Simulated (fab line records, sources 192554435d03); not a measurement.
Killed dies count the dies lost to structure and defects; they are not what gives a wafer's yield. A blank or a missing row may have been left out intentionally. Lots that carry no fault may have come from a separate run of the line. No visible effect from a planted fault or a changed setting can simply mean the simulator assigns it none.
Split-lot experiment ; flow n5_finfet ; 21 wafers read across 7 lots, on a route 1938 steps long

ABOUT THE SPLIT
At N5_BEOL_M13_EXPOSE_07 (exposes mask V12), the setting dose_mj was moved away from the recipe's 24.8 on 5 of the 21 wafers read, by -4.5% to +4.2%. The other wafers ran this setting at the recipe's value.

FROM THE SPLIT TO THE READING: what the file shows between them, 3 steps
- N5_BEOL_M13_PEB_08: peb time 90 s
- N5_BEOL_M13_DEVELOP_09: develop time 45 s
- N5_BEOL_M13_HARDBAKE_14: time 120 s

THE READING
cd_nm (nm) at N5_BEOL_M13_CD_MEAS_10, where the cd target is 190 nm. Typical for fault-free wafers on this fab line: 189.8 nm, with standard deviation 1.5 nm.

wafer;tool, chamber at the split;dose_mj as run;against the recipe;cd_nm, nm;against lot-mates on the recipe
L076.1;krf_scanner-02, 0;24.8;recipe;190.2;-
L076.4;krf_scanner-02, 0;23.75;-4.2%;182.6;-7.6
L076.6;krf_scanner-02, 0;23.75;-4.2%;183.3;-6.9
L079.1;krf_scanner-02, 0;25.83;+4.2%;192.6;+2.3
L079.3;krf_scanner-02, 0;25.83;+4.2%;193.9;+3.6
L079.6;krf_scanner-02, 0;24.8;recipe;190.3;-
L080.1;krf_scanner-01, 0;24.8;recipe;192.3;-
L080.3;krf_scanner-01, 0;23.68;-4.5%;185.0;-7.2
L080.4;krf_scanner-01, 0;24.8;recipe;192.1;-
L082.2;krf_scanner-02, 0;24.8;recipe;188.5;-
L082.3;krf_scanner-02, 0;24.8;recipe;191.2;-
L082.5;krf_scanner-02, 0;24.8;recipe;190.1;-
L086.2;krf_scanner-02, 0;24.8;recipe;189.7;-
L086.3;krf_scanner-02, 0;24.8;recipe;190.2;-
L086.5;krf_scanner-02, 0;24.8;recipe;190.5;-
L089.2;krf_scanner-02, 0;24.8;recipe;191.2;-
L089.4;krf_scanner-02, 0;24.8;recipe;189.1;-
L089.6;krf_scanner-02, 0;24.8;recipe;188.3;-
L090.1;krf_scanner-02, 0;24.8;recipe;189.6;-
L090.5;krf_scanner-02, 0;24.8;recipe;190.5;-
L090.6;krf_scanner-02, 0;24.8;recipe;189.5;-

FIT RESULTS
A straight line over all 21 wafers: cd_nm changes by +1.2 nm for each +1% of dose_mj; r = +0.89; the points scatter about the line by 1.3 nm.
The same after taking each lot's own level away (the mean of its wafers on the recipe; 21 wafers): +1.28 nm for each +1%; r = +0.92; scatter 1.2 nm.
That fit puts the effect of the largest move of dose_mj on the reading at 5.8 nm.
The lots' own levels span 189.53 to 192.20 nm, that is 1.8 times the standard deviation above.
The two slopes are in agreement: the lot-to-lot level therefore moves the slope only a little.
Check: -5.93 nm against its lot-mates is what the line predicts for one of the wafers moved furthest among these (-4.5%) when that wafer is left out of the fit. Against them it came out at -7.2 nm.

THE OTHER SPLITS THESE WAFERS WENT THROUGH
Before the reading, these wafers also passed through other splits. Each is held against what the fit with the lots' levels taken away leaves over:
other split on the same wafers;wafers away from the commonest value;r with cd_nm (lot level and that fit taken away)
N5_BEOL_M11_ILD_DEP_00 time_s;9;-0.10
N5_BEOL_M11_PECVD_70 time_s;6;-0.28
N5_BEOL_M12_ILD_DEP_00 time_s;9;+0.18

FILE'S OWN FIT
cd_nm changes by +1.36 nm for each +1% of dose_mj, r = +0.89.
